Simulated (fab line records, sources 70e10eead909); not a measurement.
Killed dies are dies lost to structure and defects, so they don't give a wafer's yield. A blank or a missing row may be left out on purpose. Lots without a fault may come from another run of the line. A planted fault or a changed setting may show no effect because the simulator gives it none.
fab line records | flow nand_harc
record lots=6 wafers=18 last_day=26
route steps=1159 shown A_CHANNEL_HOLE_D1@471 END@1159
lots that met no fault: from a run of the same line without faults
start_h: hours from the record's first day to the start of the lot's first wafer shown | wait_h: hours since the lot's step before | " the same as in the row above | L1.1+2: a row that stands for several wafers | - no value, or no start given | * or withheld: withheld | < > ~ a bound
route shown NAME@n: a module of which the file shows steps, and the number in the route of the first | usual: mean/standard deviation of fault-free wafers | same: alike in all rows | chamber/n: place in a boat | sites: the reading at each site | _std_site: their standard deviation | _edge_site: outer sites' mean less inner sites' | radius_mm: how far each site lies from the wafer's centre | mask NAME#n: copy n | behind: the tool/chamber that last shaped the wafer | hold: why the lot was held/for how many hours/how that ended | device: the transistor (n, p or np) that didn't switch | end of line: the same wafers' tests at the end of the route | a step without rows: its recipe alone | killed: dies lost to structure and defects at the first sort, not the wafer's yield | map: a wafer's dies, x killed, . not, _ none there
set.NAME: the setting as run; set.NAME@STEP: as run at that earlier step | model.NAME: the simulator's own value behind a step, which no gauge read
lots at some steps of the route; a table a step, a row a wafer
services: from which hour (start_h, from the record's first day; less than 0 if before it) a tool's chamber was out of use, for how many hours, and why
## steps
# step NHARC_A_CHANNEL_HOLE_D1_ETCH_19
# recipe bias_v=1200 source_w=2500 pressure_mtorr=15 time_s=34.5 ar_flow_sccm=375 c4f8_flow_sccm=28.8 o2_flow_sccm=96.2 temp_c=-20 target_depth_a=* chemistry=C4F8/O2/Ar
# step NHARC_A_CHANNEL_HOLE_D1_ETCH_20
# recipe bias_v=3000 source_w=withheld pressure_mtorr=20 time_s=361.9 ar_flow_sccm=375 c4f8_flow_sccm=89.3 o2_flow_sccm=35.7 temp_c=-20 target_depth_a=16000 chemistry=C4F8/O2/Ar
# usual drypump_motor_current_A=5.77/0.077 run_length_s=346.9/0 showerhead_plenum_p_Torr=3.74/0.11 throttle_valve_pct=32.155/0.0086
# same time_s=361.9
# columns lot.wafer tool chamber start_h wait_h drypump_motor_current_A rf_hours_counter_h run_length_s showerhead_plenum_p_Torr throttle_valve_pct
L999.2 har_etch-02 1 189.41 0.1 5.75 104 346.9 3.81 32.158
L999.1 " 0 " " 5.87 104 346.9 3.59 32.162
L999.6 " 0 " " 5.86 - 346.9 3.59 32.147
L110.1 har_etch-01 0 256.83 0.1 5.64 222 346.9 3.81 32.154
L110.4 " 1 " " 5.78 - 346.9 3.81 32.163
L110.5 " 0 " " 5.65 - 346.9 3.81 32.148
L117.4 har_etch-02 0 295.67 0.2 5.84 - 346.9 3.56 32.160
L117.3 " 1 " " 5.74 - 346.9 3.79 32.165
L117.6 " 0 " " 5.83 - 346.9 3.56 32.156
L119.1 har_etch-02 0 299.80 0.1 5.88 157 346.9 3.56 32.154
L119.4 " 1 " " 5.73 - 346.9 3.78 32.153
L119.5 " 0 " " 5.87 - 346.9 3.56 32.172
L120.1 har_etch-02 0 316.61 0.1 5.87 164 346.9 3.55 32.160
L120.4 " 0 " " 5.86 - 346.9 3.55 32.165
L120.5 " 0 " " 5.87 - 346.9 3.55 32.160
L121.1 har_etch-02 1 320.84 0.1 5.75 168 346.9 3.78 32.153
L121.3 " 0 " " 5.86 - 346.9 3.55 32.162
L121.5 " 0 " " 5.84 - 346.9 3.55 32.161
# step NHARC_A_CHANNEL_HOLE_D1_ETCH_21
# recipe bias_v=3000 source_w=withheld pressure_mtorr=20 time_s=514.3 ar_flow_sccm=375 c4f8_flow_sccm=89.3 o2_flow_sccm=35.7 temp_c=-20 target_depth_a=16000 chemistry=C4F8/O2/Ar
# step NHARC_A_CHANNEL_HOLE_D1_ETCH_22
# recipe bias_v=3000 source_w=withheld pressure_mtorr=20 time_s=666.7 ar_flow_sccm=375 c4f8_flow_sccm=89.3 o2_flow_sccm=35.7 temp_c=-20 target_depth_a=16000 chemistry=C4F8/O2/Ar
# usual drypump_motor_current_A=5.77/0.079 run_length_s=651.7/0 showerhead_plenum_p_Torr=3.74/0.11 throttle_valve_pct=32.154/0.0088
# same time_s=666.7
# columns lot.wafer tool chamber start_h wait_h drypump_motor_current_A rf_hours_counter_h run_length_s showerhead_plenum_p_Torr throttle_valve_pct
L999.2 har_etch-02 1 190.16 0.4 5.73 105 651.7 3.81 32.147
L999.1 " 0 " " 5.86 105 651.7 3.59 32.160
L999.6 " 0 " " 5.87 - 651.7 3.59 32.174
L110.1 har_etch-01 0 257.58 0.4 5.66 222 651.7 3.81 32.157
L110.4 " 1 " " 5.80 - 651.7 3.81 32.147
L110.5 " 0 " " 5.67 - 651.7 3.81 32.150
L117.4 har_etch-02 0 296.52 0.4 5.89 - 651.7 3.56 32.164
L117.3 " 1 " " 5.74 - 651.7 3.79 32.155
L117.6 " 0 " " 5.88 - 651.7 3.56 32.169
L119.1 har_etch-02 0 300.60 0.4 5.85 158 651.7 3.56 32.154
L119.4 " 1 " " 5.75 - 651.7 3.78 32.145
L119.5 " 0 " " 5.85 - 651.7 3.56 32.142
L120.1 har_etch-02 0 317.36 0.4 5.90 165 651.7 3.55 32.156
L120.4 " 0 " " 5.89 - 651.7 3.55 32.162
L120.5 " 0 " " 5.88 - 651.7 3.55 32.150
L121.1 har_etch-02 1 321.64 0.4 5.73 169 651.7 3.78 32.156
L121.3 " 0 " " 5.89 - 651.7 3.55 32.144
L121.5 " 0 " " 5.88 - 651.7 3.55 32.149
# step NHARC_A_CHANNEL_HOLE_D1_ETCH_23
# recipe bias_v=5000 source_w=withheld pressure_mtorr=20 time_s=819 ar_flow_sccm=375 c4f8_flow_sccm=89.3 o2_flow_sccm=35.7 temp_c=-20 target_depth_a=16000 chemistry=C4F8/O2/Ar
# usual drypump_motor_current_A=5.77/0.081 run_length_s=804/0 showerhead_plenum_p_Torr=3.74/0.11 throttle_valve_pct=32.155/0.0097
# same time_s=819
# columns lot.wafer tool chamber start_h wait_h drypump_motor_current_A rf_hours_counter_h run_length_s showerhead_plenum_p_Torr throttle_valve_pct
L999.2 har_etch-02 1 190.72 0.5 5.75 106 804 3.81 32.170
L999.1 " 0 " " 5.87 106 804 3.58 32.163
L999.6 " 0 " " 5.89 - 804 3.59 32.153
L110.1 har_etch-01 0 258.15 0.5 5.67 223 804 3.81 32.144
L110.4 " 1 " " 5.80 - 804 3.81 32.163
L110.5 " 0 " " 5.68 - 804 3.81 32.171
L117.4 har_etch-02 0 297.13 0.5 5.87 - 804 3.56 32.167
L117.3 " 1 " " 5.74 - 804 3.79 32.153
L117.6 " 0 " " 5.87 - 804 3.56 32.149
L119.1 har_etch-02 0 301.19 0.5 5.88 158 804 3.56 32.159
L119.4 " 1 " " 5.73 - 804 3.78 32.155
L119.5 " 0 " " 5.89 - 804 3.56 32.154
L120.1 har_etch-02 0 317.93 0.5 5.91 165 804 3.55 32.158
L120.4 " 0 " " 5.87 - 804 3.55 32.166
L120.5 " 0 " " 5.88 - 804 3.55 32.155
L121.1 har_etch-02 1 322.23 0.5 5.75 169 804 3.78 32.168
L121.3 " 0 " " 5.89 - 804 3.55 32.171
L121.5 " 0 " " 5.89 - 804 3.55 32.156
# step NHARC_A_CHANNEL_HOLE_D1_ETCH_24
# recipe bias_v=5000 source_w=withheld pressure_mtorr=20 time_s=906.2 ar_flow_sccm=375 c4f8_flow_sccm=93.8 o2_flow_sccm=31.2 temp_c=-20 target_depth_a=15000 chemistry=C4F8/O2/Ar
# usual drypump_motor_current_A=5.77/0.082 run_length_s=891.2/0 showerhead_plenum_p_Torr=3.74/0.11 throttle_valve_pct=32.235/0.0089
# same time_s=906.2
# columns lot.wafer tool chamber start_h wait_h drypump_motor_current_A rf_hours_counter_h run_length_s showerhead_plenum_p_Torr throttle_valve_pct
L999.2 har_etch-02 1 191.42 0.6 5.72 106 891.2 3.81 32.237
L999.1 " 0 " " 5.87 106 891.2 3.58 32.225
L999.6 " 0 " " 5.86 - 891.2 3.58 32.242
L110.1 har_etch-01 0 258.85 0.6 5.65 224 891.2 3.80 32.246
L110.4 " 1 " " 5.81 - 891.2 3.80 32.235
L110.5 " 0 " " 5.64 - 891.2 3.80 32.227
L117.4 har_etch-02 0 297.85 0.6 5.87 - 891.2 3.56 32.224
L117.3 " 1 " " 5.74 - 891.2 3.78 32.218
L117.6 " 0 " " 5.89 - 891.2 3.55 32.232
L119.1 har_etch-02 0 301.90 0.6 5.86 159 891.2 3.55 32.227
L119.4 " 1 " " 5.75 - 891.2 3.78 32.246
L119.5 " 0 " " 5.87 - 891.2 3.55 32.233
L120.1 har_etch-02 0 318.64 0.6 5.87 166 891.2 3.55 32.226
L120.4 " 0 " " 5.86 - 891.2 3.55 32.232
L120.5 " 0 " " 5.88 - 891.2 3.55 32.221
L121.1 har_etch-02 1 322.93 0.6 5.75 170 891.2 3.77 32.243
L121.3 " 0 " " 5.88 - 891.2 3.55 32.235
L121.5 " 0 " " 5.89 - 891.2 3.55 32.247
# step NHARC_A_CHANNEL_HOLE_D1_ETCH_25
# recipe bias_v=5000 source_w=withheld pressure_mtorr=20 time_s=1040.2 ar_flow_sccm=375 c4f8_flow_sccm=93.8 o2_flow_sccm=31.2 temp_c=-20 target_depth_a=15000 chemistry=C4F8/O2/Ar
# step NHARC_A_CHANNEL_HOLE_D1_ETCH_26
# recipe bias_v=300 source_w=2000 pressure_mtorr=30 time_s=224.1 ar_flow_sccm=375 c4f8_flow_sccm=11.4 o2_flow_sccm=113.6 temp_c=-20 target_depth_a=3000 chemistry=C4F8/O2/Ar
# step NHARC_A_CHANNEL_HOLE_D1_ETCH_33
# recipe bias_v=400 source_w=2000 pressure_mtorr=25 time_s=90 ar_flow_sccm=375 c4f8_flow_sccm=41.7 o2_flow_sccm=83.3 temp_c=-20 target_depth_a=4000 chemistry=C4F8/O2/Ar
# usual drypump_motor_current_A=5.77/0.079 run_length_s=121.4/0.32 showerhead_plenum_p_Torr=3.78/0.11 throttle_valve_pct=27.619/0.01
# same time_s=90
# columns lot.wafer tool chamber start_h wait_h drypump_motor_current_A rf_hours_counter_h run_length_s showerhead_plenum_p_Torr throttle_valve_pct
L999.2 har_etch-02 1 193.27 0.2 5.75 108 121.5 3.86 27.620
L999.1 " 0 " " 5.87 108 121.2 3.62 27.606
L999.6 " 0 " " 5.88 - 121.3 3.62 27.604
L110.1 har_etch-01 0 260.68 0.2 5.66 225 120.8 3.85 27.633
L110.4 " 1 " " 5.82 - 121.6 3.85 27.627
L110.5 " 0 " " 5.65 - 121.1 3.85 27.615
L117.4 har_etch-02 0 299.51 0.2 5.88 - 121.5 3.59 27.606
L117.3 " 1 " " 5.75 - 121.6 3.83 27.617
L117.6 " 0 " " 5.86 - 122.1 3.59 27.613
L119.1 har_etch-02 0 303.66 0.2 5.88 161 121.3 3.59 27.618
L119.4 " 1 " " 5.73 - 121.3 3.82 27.617
L119.5 " 0 " " 5.87 - 121.4 3.59 27.637
L120.1 har_etch-02 0 320.48 0.2 5.88 168 121.5 3.59 27.620
L120.4 " 0 " " 5.87 - 121.6 3.59 27.616
L120.5 " 0 " " 5.86 - 121.3 3.59 27.630
L121.1 har_etch-02 1 324.67 0.2 5.73 172 121.8 3.82 27.619
L121.3 " 0 " " 5.88 - 122.0 3.59 27.613
L121.5 " 0 " " 5.88 - 121.5 3.59 27.614
# step NHARC_A_CHANNEL_HOLE_D1_STRIP_41
# recipe n2_flow_sccm=150 h2_flow_sccm=150 ar_flow_sccm=0 bias_w=0 chemistry=N2/H2
# step NHARC_A_CHANNEL_HOLE_D1_STRIP_42
# recipe cf4_flow_sccm=100 chf3_flow_sccm=30 ar_flow_sccm=0 bias_w=0 chemistry=CF4/CHF3
# step NHARC_A_CHANNEL_HOLE_D1_STRIP_43
# recipe o2_flow_sccm=400 cos_flow_sccm=20 ar_flow_sccm=0 bias_w=0 chemistry=O2/COS
# step NHARC_A_CHANNEL_HOLE_D1_ETCH_44
# recipe target_depth_a=1400 overetch_a=140 time_s=77 ion_energy_ev=100 cf4_flow_sccm=80 o2_flow_sccm=20 ar_flow_sccm=0 rf_w=300 bias_w=100 chemistry=CF4/O2
# usual drypump_motor_current_A=5.9/0.46 oes_product_au=1.003/0.0092 rf_vpp_V=197.5/1.4 run_length_s=98.3/0.44 showerhead_plenum_p_Torr=1.32/0.057 throttle_valve_pct=13.397/0.0098
# columns lot.wafer tool chamber start_h wait_h drypump_motor_current_A oes_product_au rf_hours_counter_h rf_vpp_V run_length_s showerhead_plenum_p_Torr throttle_valve_pct
L999.2 rie_diel-04 3 194.56 0.6 5.1 1.003 5 197.5 98.6 1.33 13.397
L999.1 " 0 " " 6.0 1.015 5 197.1 97.9 1.31 13.398
L999.6 " 3 " " 5.1 1.010 - 199.7 98.4 1.33 13.385
L110.1 rie_diel-04 3 261.44 0.1 5.1 0.989 9 197.8 98.8 1.33 13.404
L110.4 " 0 " " 6.0 1.010 9 198.9 98.3 1.31 13.399
L110.5 " 1 " " 6.5 1.008 - 195.9 97.4 1.25 13.398
L117.3 rie_diel-04 3 300.19 0.1 5.1 0.995 0 198.5 86.9 1.33 13.384
L117.4 " 1 " " 6.6 0.995 0 196.9 85.8 1.25 13.410
L117.6 " 0 " " 6.0 0.989 - 197.7 86.3 1.31 13.415
L119.1 rie_diel-04 3 304.39 0.1 5.1 0.990 0 197.0 86.8 1.33 13.379
L119.4 " 0 " " 6.0 0.983 0 197.2 86.0 1.31 13.395
L119.5 " 2 " " 5.8 0.975 - 196.8 87.0 1.27 13.386
L120.4 rie_diel-09 3 321.25 0.1 5.9 1.001 4 197.5 98.7 1.30 13.388
L120.1 " 0 " " 6.2 1.019 3 197.3 98.3 1.30 13.408
L120.5 " 3 " " 5.9 1.007 - 197.8 98.6 1.30 13.400
L121.3 rie_diel-09 2 325.39 0.1 5.7 1.003 4 196.9 98.4 1.32 13.392
L121.1 " 3 " " 5.9 1.007 4 197.1 98.3 1.30 13.395
L121.5 " 2 " " 5.7 1.008 - 198.5 98.4 1.32 13.396
# step NHARC_A_CHANNEL_HOLE_D1_STRIP_27
# recipe o2_flow_sccm=500 ar_flow_sccm=0 bias_w=0 chemistry=O2
# step NHARC_END_SORT_01
# recipe temp_c=25
# usual killed_at_array=27/11 killed_at_other=0.6/1 killed_at_periphery=3.0/2.1 killed_dies=31/12 killed_open=3.2/1.7 killed_short=1.7/1.4
# same gross_dies=677
# columns lot.wafer tool chamber start_h wait_h killed_at_array killed_at_other killed_at_periphery killed_dies killed_open killed_short
L999.1 prober-01 0 474.42 2.5 17 0 3 20 4 2
L999.2 prober-01 0 475.23 2.8 11 1 3 15 2 2
L999.6 prober-01 0 478.46 4.0 20 1 10 31 5 5
L117.3 prober-02 0 568.15 3.1 672 0 5 677 0 2
L117.4 prober-02 0 568.95 3.4 674 0 3 677 2 3
L117.6 prober-02 0 570.55 4.0 677 0 0 677 1 3
L119.1 prober-01 0 576.85 2.5 670 1 6 677 3 2
L119.4 prober-01 0 579.28 3.4 672 0 5 677 2 2
L119.5 prober-01 0 580.10 3.7 670 2 5 677 2 5
# killed by level:class
L999.1 A_CONTACT:chamber_film_flake=5 A_STAIRCASE:chamber_film_flake=4 A_CHANNEL_HOLE_D1:chamber_film_flake=2 A_SLIT:chamber_film_flake=2 P_M0:geometric_particle:open=1 P_M0:geometric_particle:short=1 A_CHANNEL_FILL_D1:geometric_particle:short=1 A_WL_FILL:geometric_particle:open=1
L999.2 A_CHANNEL_HOLE_D1:chamber_film_flake=4 A_CONTACT:chamber_film_flake=3 P_GATE:geometric_particle:short=1 P_M0:geometric_particle:open=1 A_CONTACT:geometric_particle:short=1 A_M0:geometric_particle:open=1 P_GATE:chamber_film_flake=1 A_ZERO_WELL:chamber_film_flake=1
L999.6 A_CONTACT:chamber_film_flake=8 A_CHANNEL_HOLE_D1:chamber_film_flake=5 P_GATE:chamber_film_flake=4 P_M0:geometric_particle:open=2 A_WL_FILL:geometric_particle:short=2 A_WL_FILL:geometric_particle:open=2 P_M1:chamber_film_flake=2 P_CONTACT:geometric_particle:open=1
L117.3 A_CHANNEL_HOLE_D1:area_etch=646 A_CHANNEL_HOLE_D1:chamber_film_flake=11 A_STAIRCASE:chamber_film_flake=5 A_WL_FILL:chamber_film_flake=4 P_ZERO_WELL:chamber_film_flake=2 A_CONTACT:chamber_film_flake=2 P_CONTACT:geometric_particle:short=1 A_M0:geometric_particle:short=1
L117.4 A_CHANNEL_HOLE_D1:area_etch=649 A_CHANNEL_HOLE_D1:chamber_film_flake=11 P_STI:chamber_film_flake=3 A_STAIRCASE:chamber_film_flake=3 A_WL_FILL:chamber_film_flake=3 A_CHANNEL_FILL_D1:geometric_particle:short=2 A_CONTACT:chamber_film_flake=2 A_STAIRCASE:geometric_particle:open=1
L117.6 A_CHANNEL_HOLE_D1:area_etch=649 A_CHANNEL_HOLE_D1:chamber_film_flake=14 A_STAIRCASE:chamber_film_flake=4 A_SLIT:chamber_film_flake=3 A_WL_FILL:chamber_film_flake=2 A_SOURCE_PLATE:geometric_particle:open=1 A_SGD_CUT:geometric_particle:short=1 A_WL_FILL:geometric_particle:short=1
L119.1 A_CHANNEL_HOLE_D1:area_etch=621 A_SLIT:chamber_film_flake=18 A_STAIRCASE:chamber_film_flake=11 A_CHANNEL_HOLE_D1:chamber_film_flake=9 A_CONTACT:chamber_film_flake=6 P_BONDPAD:chamber_film_flake=4 P_STI:chamber_film_flake=2 A_CHANNEL_FILL_D1:geometric_particle:open=1
L119.4 A_CHANNEL_HOLE_D1:area_etch=624 A_SLIT:chamber_film_flake=17 A_CONTACT:chamber_film_flake=12 A_STAIRCASE:chamber_film_flake=9 A_CHANNEL_HOLE_D1:chamber_film_flake=7 P_BONDPAD:chamber_film_flake=3 A_SGD_CUT:geometric_particle:short=2 P_M0:geometric_particle:open=1
L119.5 A_CHANNEL_HOLE_D1:area_etch=632 A_SLIT:chamber_film_flake=13 A_CHANNEL_HOLE_D1:chamber_film_flake=8 A_STAIRCASE:chamber_film_flake=7 A_CONTACT:chamber_film_flake=7 P_BONDPAD:chamber_film_flake=2 P_GATE:geometric_particle:short=1 P_M0:geometric_particle:open=1
# map L117.3 (x killed, . not)
____________x____________
_________xxxxxxx_________
_______xxxxxxxxxxx_______
______xxxxxxxxxxxxx______
_____xxxxxxxxxxxxxxx_____
____xxxxxxxxxxxxxxxxx____
____xxxxxxxxxxxxxxxxx____
___xxxxxxxxxxxxxxxxxxx___
___xxxxxxxxxxxxxxxxxxx___
__xxxxxxxxxxxxxxxxxxxxx__
__xxxxxxxxxxxxxxxxxxxxx__
_xxxxxxxxxxxxxxxxxxxxxxx_
_xxxxxxxxxxxxxxxxxxxxxxx_
_xxxxxxxxxxxxxxxxxxxxxxx_
_xxxxxxxxxxxxxxxxxxxxxxx_
_xxxxxxxxxxxxxxxxxxxxxxx_
xxxxxxxxxxxxxxxxxxxxxxxxx
xxxxxxxxxxxxxxxxxxxxxxxxx
xxxxxxxxxxxxxxxxxxxxxxxxx
xxxxxxxxxxxxxxxxxxxxxxxxx
xxxxxxxxxxxxxxxxxxxxxxxxx
_xxxxxxxxxxxxxxxxxxxxxxx_
_xxxxxxxxxxxxxxxxxxxxxxx_
_xxxxxxxxxxxxxxxxxxxxxxx_
_xxxxxxxxxxxxxxxxxxxxxxx_
_xxxxxxxxxxxxxxxxxxxxxxx_
__xxxxxxxxxxxxxxxxxxxxx__
__xxxxxxxxxxxxxxxxxxxxx__
___xxxxxxxxxxxxxxxxxxx___
___xxxxxxxxxxxxxxxxxxx___
____xxxxxxxxxxxxxxxxx____
____xxxxxxxxxxxxxxxxx____
_____xxxxxxxxxxxxxxx_____
______xxxxxxxxxxxxx______
_______xxxxxxxxxxx_______
_________xxxxxxx_________
____________x____________
# map L119.1 (x killed, . not)
____________x____________
_________xxxxxxx_________
_______xxxxxxxxxxx_______
______xxxxxxxxxxxxx______
_____xxxxxxxxxxxxxxx_____
____xxxxxxxxxxxxxxxxx____
____xxxxxxxxxxxxxxxxx____
___xxxxxxxxxxxxxxxxxxx___
___xxxxxxxxxxxxxxxxxxx___
__xxxxxxxxxxxxxxxxxxxxx__
__xxxxxxxxxxxxxxxxxxxxx__
_xxxxxxxxxxxxxxxxxxxxxxx_
_xxxxxxxxxxxxxxxxxxxxxxx_
_xxxxxxxxxxxxxxxxxxxxxxx_
_xxxxxxxxxxxxxxxxxxxxxxx_
_xxxxxxxxxxxxxxxxxxxxxxx_
xxxxxxxxxxxxxxxxxxxxxxxxx
xxxxxxxxxxxxxxxxxxxxxxxxx
xxxxxxxxxxxxxxxxxxxxxxxxx
xxxxxxxxxxxxxxxxxxxxxxxxx
xxxxxxxxxxxxxxxxxxxxxxxxx
_xxxxxxxxxxxxxxxxxxxxxxx_
_xxxxxxxxxxxxxxxxxxxxxxx_
_xxxxxxxxxxxxxxxxxxxxxxx_
_xxxxxxxxxxxxxxxxxxxxxxx_
_xxxxxxxxxxxxxxxxxxxxxxx_
__xxxxxxxxxxxxxxxxxxxxx__
__xxxxxxxxxxxxxxxxxxxxx__
___xxxxxxxxxxxxxxxxxxx___
___xxxxxxxxxxxxxxxxxxx___
____xxxxxxxxxxxxxxxxx____
____xxxxxxxxxxxxxxxxx____
_____xxxxxxxxxxxxxxx_____
______xxxxxxxxxxxxx______
_______xxxxxxxxxxx_______
_________xxxxxxx_________
____________x____________
## services
# columns tool chamber start_h hours kind
rie_diel-04 0 170.05 - clean
rie_diel-04 1 170.05 - clean
rie_diel-04 2 170.05 - clean
rie_diel-04 3 170.05 - clean
rie_diel-04 3 172.35 1.7 repair
rie_diel-04 1 189.69 10.0 repair
rie_diel-04 0 194.55 - clean
rie_diel-04 2 194.55 - clean
rie_diel-04 3 194.55 - clean
rie_diel-04 0 219.05 - clean
rie_diel-04 1 219.05 - clean
rie_diel-04 2 219.05 - clean
rie_diel-04 3 219.05 - clean
rie_diel-04 3 234.87 9.8 repair
rie_diel-09 - 254.22 9.0 pm
rie_diel-09 0 273.31 11.1 repair
rie_diel-04 - 289.05 9.0 pm
har_etch-01 - 305.00 17.0 pm
har_etch-01 0 305.00 17.0 vent_cycle
har_etch-01 1 305.00 17.0 vent_cycle
har_etch-01 0 322.00 - clean
har_etch-01 0 322.00 - consumable_replace:focus_ring
har_etch-01 1 322.00 - clean
har_etch-01 1 322.00 - consumable_replace:focus_ring
## key
first_sign step=NHARC_A_CHANNEL_HOLE_D1_ETCH_44 reading=run_length_s direction=down sigmas=27 usual=* struck=*
effect step=NHARC_END_SORT_01 reading=killed_at_array direction=up sigmas=56 usual=27 struck=672
more_kills_born_at NHARC_A_CHANNEL_HOLE_D1_ETCH_44@rie_diel-04=3821
met_at NHARC_A_CHANNEL_HOLE_D1_ETCH_44
struck_wafers L117.3,L117.4,L117.6,L119.1,L119.4,L119.5
later_rows_left_out L117.3,L117.4,L117.6,L119.1,L119.4,L119.5
tester_left_out L117,L119
onset_between 261.44 300.19
fault kind=process_parameter_drift tool=rie_diel-04 chamber=- onset_h=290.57 steps=NHARC_A_CHANNEL_HOLE_D1_ETCH_44 channel=time_s offset=* shape=step end_h=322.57 acts_in=* stated=*
# tester_left_out: of these lots the tester's yield and bins aren't shown, on N5 and GAA mostly nor the transistor test; their killed dies are dies lost to structure and defects alone, not to doping, threshold or leakage, so they don't give the yield
# later_rows_left_out: the simulator's readings of these wafers behind a module that went badly wrong aren't trusted and aren't shown, but for the sort
